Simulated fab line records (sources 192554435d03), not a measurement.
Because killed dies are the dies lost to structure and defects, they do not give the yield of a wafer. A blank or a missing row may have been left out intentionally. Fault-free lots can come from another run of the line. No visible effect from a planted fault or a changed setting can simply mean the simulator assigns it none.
Matching of chambers | flow n5 finfet | N5_MOL_CONTACT_COAG_ETCH_65 on rie diel-04 has 4 sister chambers
The step etches underlayer in N2/H2, target depth 13 nm, time 10.4 s. 18 wafers are shown with their chamber, then 9 later ones without.

WAFERS PAIRED WITH THEIR CHAMBERS
wafer  | chamber | drypump motor current A (A) | showerhead plenum p Torr (Torr) | throttle valve pct (%)
L074.3 | 1       | 6.4                         | 2.62                            | 17.91
L074.4 | 3       | 6.5                         | 2.62                            | 17.56
L074.6 | 3       | 6.5                         | 2.62                            | 17.55
L078.2 | 0       | 5.8                         | 2.49                            | 17.55
L078.4 | 3       | 6.5                         | 2.62                            | 17.57
L078.6 | 0       | 5.7                         | 2.49                            | 17.55
L079.2 | 2       | 4.9                         | 2.56                            | 17.45
L079.3 | 1       | 6.3                         | 2.61                            | 17.95
L079.4 | 2       | 4.9                         | 2.56                            | 17.45
L085.1 | 1       | 6.4                         | 2.61                            | 17.94
L085.2 | 3       | 6.5                         | 2.61                            | 17.58
L085.3 | 0       | 5.8                         | 2.49                            | 17.56
L087.2 | 0       | 5.7                         | 2.48                            | 17.58
L087.3 | 3       | 6.5                         | 2.61                            | 17.62
L087.5 | 1       | 6.3                         | 2.61                            | 17.95
L089.2 | 0       | 5.8                         | 2.48                            | 17.57
L089.4 | 2       | 4.9                         | 2.55                            | 17.48
L089.6 | 3       | 6.6                         | 2.61                            | 17.61

SIGNATURES (averages over the wafers above)
reading                  | chamber 0 | chamber 1 | chamber 2 | chamber 3 | scatter within a chamber
drypump motor current A  | 5.760     | 6.350     | 4.900     | 6.517     | 0.0465
showerhead plenum p Torr | 2.4860    | 2.6125    | 2.5567    | 2.6150    | 0.00542
throttle valve pct       | 17.5620   | 17.9375   | 17.4600   | 17.5817   | 0.0211
Rule: a wafer lies at a distance from a chamber equal to the root of the sum of squares, over the readings, of (its reading less the chamber's mean, divided by the reading's scatter). The wafer belongs to the nearest chamber; if the next one is less than 2 further off, it can't be placed. How the scatter is found: for the shown wafers, subtract from each reading the mean of its chamber, square and add these, divide the total by (wafers less chambers), then take the root.

WAFERS WHOSE CHAMBER IS MISSING
wafer  | drypump motor current A (A) | showerhead plenum p Torr (Torr) | throttle valve pct (%)
L094.2 | 6.6                         | 2.61                            | 17.61
L094.3 | 4.9                         | 2.55                            | 17.50
L094.4 | 5.7                         | 2.48                            | 17.62
L096.2 | 6.6                         | 2.61                            | 17.60
L096.3 | 6.4                         | 2.60                            | 17.98
L096.4 | 5.8                         | 2.48                            | 17.60
L097.1 | 6.6                         | 2.60                            | 17.65
L097.2 | 5.8                         | 2.47                            | 17.62
L097.4 | 4.9                         | 2.55                            | 17.52

WHICH CHAMBER EACH ONE RAN IN
wafer  | from the rows above | in truth
L094.2 | 3                   | 3
L094.3 | 2                   | 2
L094.4 | 0                   | 0
L096.2 | 3                   | 3
L096.3 | 1                   | 1
L096.4 | 0                   | 0
L097.1 | 3                   | 3
L097.2 | 0                   | 0
L097.4 | 2                   | 2
Correctly placed: 9 of 9. From these rows, 0 cannot be placed. Placed wrongly: 0.
